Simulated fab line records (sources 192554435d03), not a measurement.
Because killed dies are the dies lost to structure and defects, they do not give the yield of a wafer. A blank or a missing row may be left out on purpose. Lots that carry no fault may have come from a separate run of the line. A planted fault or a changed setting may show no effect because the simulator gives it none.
Chamber matching    flow n5Finfet    N5_BEOL_M9_CURE_71 on uvCure-01 has 3 sister chambers
The step cures SiCOH lowk, time 240 s. 20 wafers are shown with their chamber, then 10 later ones without.

## WAFERS WITH THEIR CHAMBER
wafer   chamber  wafer_temp_C_max  lampPowerPct (%)
L075.1  1        387.0             52.28
L075.3  1        387.6             52.34
L075.5  1        387.2             52.36
L074.2  1        388.6             52.31
L074.3  1        388.0             52.34
L074.6  1        387.5             52.37
L078.2  0        387.0             52.26
L078.3  0        386.9             52.33
L078.6  0        387.0             52.37
L079.1  0        387.6             52.34
L079.2  0        387.8             52.31
L079.5  0        387.1             52.37
L080.1  2        386.4             52.24
L080.4  2        386.8             52.28
L080.5  2        387.6             52.32
L082.1  1        386.8             52.24
L082.2  1        388.7             52.22
L082.4  1        387.1             52.39
L087.3  0        386.8             52.41
L087.4  0        387.2             52.32

SIGNATURES (averages over the wafers above)
reading           chamber 0  chamber 1  chamber 2  scatter within a chamber
wafer_temp_C_max  387.175    387.611    386.933    0.563
lampPowerPct      52.3387    52.3167    52.2800    0.0517
Rule: distance of a wafer from a chamber = root of the sum over the readings of ((wafer's reading minus chamber's mean) / reading's scatter) squared. If the next closest chamber is less than 2 further off than the closest, the wafer can't be placed; otherwise it belongs to the closest. The scatter is the square root of a quotient: the sum, over the shown wafers, of each reading's squared deviation from its chamber's mean, divided by wafers minus chambers.

## WAFERS WITHOUT THEIR CHAMBER
wafer   wafer_temp_C_max  lampPowerPct (%)
L087.5  387.5             52.29
L089.2  386.7             52.39
L089.4  386.9             52.21
L089.5  386.8             52.23
L095.1  387.7             52.38
L095.3  387.2             52.32
L095.6  387.5             52.30
L096.1  387.5             52.23
L096.4  387.0             52.27
L096.5  386.9             52.37

## THE CHAMBER EACH PASSED THROUGH
wafer   from the rows above           in truth
L087.5  can't be placed: 1 or 2 or 0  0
L089.2  can't be placed: 0 or 1 or 2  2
L089.4  can't be placed: 2 or 1 or 0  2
L089.5  can't be placed: 2 or 0 or 1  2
L095.1  can't be placed: 0 or 1 or 2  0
L095.3  can't be placed: 0 or 1 or 2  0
L095.6  can't be placed: 1 or 0 or 2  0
L096.1  can't be placed: 2 or 1 or 0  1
L096.4  can't be placed: 2 or 0 or 1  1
L096.5  can't be placed: 0 or 1 or 2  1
Correct placement for 0 of the 10. Not placeable from these rows: 10 (in 10, the candidates include the true chamber). Placed wrongly: 0.
